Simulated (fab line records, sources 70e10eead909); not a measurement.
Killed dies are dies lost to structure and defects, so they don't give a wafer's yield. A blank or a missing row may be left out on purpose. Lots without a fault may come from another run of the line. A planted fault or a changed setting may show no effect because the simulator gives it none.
Chamber matching | flow nand_harc | NHARC_A_CONTACT_ALD_18 on ald_metal-04: 4 sister chambers
The step deposits TiN, target thk 3 nm, pulse time 1 s, ald cycles 150. 14 wafers are shown with their chamber, then 7 later ones without.

WAFERS WITH THEIR CHAMBER
wafer  | chamber | heater_power_w (W) | precursor_pulse_height_rel
L074.1 | 1       | 1101               | 0.992
L074.3 | 2       | 1107               | 0.989
L074.6 | 0       | 1221               | 0.983
L075.2 | 0       | 1213               | 1.000
L075.3 | 3       | 969                | 1.009
L075.4 | 1       | 1108               | 1.023
L078.2 | 3       | 980                | 1.006
L078.3 | 0       | 1217               | 0.999
L078.5 | 1       | 1090               | 0.995
L085.2 | 3       | 957                | 0.963
L085.5 | 0       | 1230               | 1.020
L085.6 | 3       | 974                | 1.023
L092.2 | 1       | 1063               | 0.969
L092.4 | 3       | 972                | 1.006

SIGNATURES (means of the wafers above)
reading                    | chamber 0 | chamber 1 | chamber 2 | chamber 3 | scatter within a chamber
heater_power_w             | 1220.25   | 1090.50   | 1107.00   | 970.40    | 12.7
precursor_pulse_height_rel | 1.00050   | 0.99475   | 0.98900   | 1.00140   | 0.0205
Rule: a wafer's distance from a chamber is the root of the sum, over the readings, of the square of ((its reading less the chamber's mean) divided by the reading's scatter). The wafer belongs to the nearest chamber; if the next one is less than 2 further off, it can't be placed. The scatter: the root of (the sum of the squares of (reading less its chamber's mean) over the shown wafers, divided by (wafers less chambers)).

WAFERS WITHOUT THEIR CHAMBER
wafer  | heater_power_w (W) | precursor_pulse_height_rel
L092.6 | 1088               | 0.985
L095.1 | 1000               | 1.007
L095.4 | 1234               | 1.022
L095.5 | 1095               | 0.987
L096.1 | 1263               | 1.027
L096.5 | 967                | 0.983
L096.6 | 1220               | 1.009

WHICH CHAMBER EACH WENT THROUGH
wafer  | from the rows above     | in truth
L092.6 | can't be placed: 1 or 2 | 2
L095.1 | 3                       | 3
L095.4 | 0                       | 0
L095.5 | can't be placed: 1 or 2 | 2
L096.1 | 0                       | 0
L096.5 | 3                       | 3
L096.6 | 0                       | 0
Placed correctly: 5 of 7. Can't be placed from these rows: 2 (the true chamber is among the candidates in 2). Placed wrongly: 0.
